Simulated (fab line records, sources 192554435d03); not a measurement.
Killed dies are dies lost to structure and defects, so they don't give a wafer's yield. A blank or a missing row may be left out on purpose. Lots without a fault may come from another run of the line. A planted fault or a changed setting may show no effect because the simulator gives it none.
One fault seen from 2 desks | flow n5_finfet | each desk has only its own numbers; what lay behind them comes last

THE TOOL OWNER'S DESK: rie_diel-02
The tool's own readings at N5_BEOL_M3_ETCH_69 (etches SiARC in CF4, target depth 15.6 nm, time 26 s): means of the sampled wafers that have a number, for each lot that ran on this tool. A lot is out of limits, marked OUT, if its mean lies more than 4 standard deviations from the usual mean; the brackets give that distance.
Columns: A = bias_w at N5_BEOL_M3_ETCH_69, usual 36.02 W; B = drypump_motor_current_A at N5_BEOL_M3_ETCH_69, usual 5.8 A; C = etch_rf_on_time_s at N5_BEOL_M3_ETCH_69, usual 26.1 s; D = oes_product_au at N5_BEOL_M3_ETCH_69, usual 0.67 a.u.; E = rf_vpp_V at N5_BEOL_M3_ETCH_69, usual 184.5 V; F = showerhead_plenum_p_Torr at N5_BEOL_M3_ETCH_69, usual 2.17 Torr; G = throttle_valve_pct at N5_BEOL_M3_ETCH_69, usual 15.6 %
lot  | first seen here | A     | B   | C               | D    | E     | F    | G
L463 | day 9 15:49     | 36.06 | 6.1 | 22.5 (-5.8) OUT | 0.80 | 184.3 | 2.19 | 15.5
L466 | day 10 14:41    | 36.03 | 6.2 | 18.7 (-12) OUT  | 0.94 | 185.0 | 2.23 | 15.4
This desk's finding: out of limits on L463, L466; first on L463, day 9 15:49 (etch_rf_on_time_s at N5_BEOL_M3_ETCH_69). In limits: none.

THE METROLOGY DESK
What the gauges read, lot by lot, whatever tool the lot ran on: means of the sampled wafers that have a number. A lot is out of limits, marked OUT, if its mean lies more than 4 standard deviations from the usual mean; the brackets give that distance. Of its 10 readings 7 are shown: those that lie furthest out on some lot.
Columns: A = DIBL_N at N5_BEOL_M4_RC_MEAS_101, usual 35.9 mV/V; B = IOFF_P at N5_BEOL_M4_RC_MEAS_101, usual 0.21 nA/um; C = ION_N at N5_BEOL_M4_RC_MEAS_101, usual 672 uA/um; D = ION_P at N5_BEOL_M4_RC_MEAS_101, usual 461 uA/um; E = SS_N at N5_BEOL_M4_RC_MEAS_101, usual 71.4 mV/dec; F = VT_N at N5_BEOL_M4_RC_MEAS_101, usual 249.3 mV; G = VT_P at N5_BEOL_M4_RC_MEAS_101, usual -250 mV
lot  | first seen here | A    | B    | C   | D   | E    | F     | G
L460 | day 9 16:41     | 36.1 | 0.21 | 673 | 468 | 71.1 | 249.6 | -248
L463 | day 10 14:10    | 34.6 | 0.19 | 660 | 457 | 70.9 | 250.7 | -249
L466 | day 11 10:28    | 35.7 | 0.22 | 675 | 465 | 71.3 | 249.6 | -249
L469 | day 12 01:50    | 35.9 | 0.20 | 668 | 453 | 72.0 | 249.7 | -252
L472 | day 13 00:23    | 36.1 | 0.26 | 670 | 466 | 71.9 | 249.2 | -245
L474 | day 13 03:45    | 37.7 | 0.23 | 677 | 465 | 71.5 | 248.6 | -250
L473 | day 13 21:21    | 36.7 | 0.17 | 660 | 447 | 71.5 | 250.3 | -256
L476 | day 14 04:16    | 36.4 | 0.20 | 673 | 459 | 71.1 | 251.7 | -252
This desk's finding: nothing out of limits on any of the 8 lots.

PUT TOGETHER
The tool owner's desk could have raised an alarm at day 9 15:49, on L463, L466.
The metrology desk saw nothing out of limits.
The metrology desk has L463, L466 on record, within its limits.
Of the lots named, all ran N5_BEOL_M3_ETCH_69 on rie_diel-02.

WHAT THE SIMULATOR HAD PUT IN
Process parameter drift: rie_diel-02, from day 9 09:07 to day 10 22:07, at N5_BEOL_M3_ETCH_69. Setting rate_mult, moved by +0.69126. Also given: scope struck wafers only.
Lots struck among those shown: L463, L466.
Hours from the fault's start to each desk's first reading out of limits: the tool owner's desk, 7.
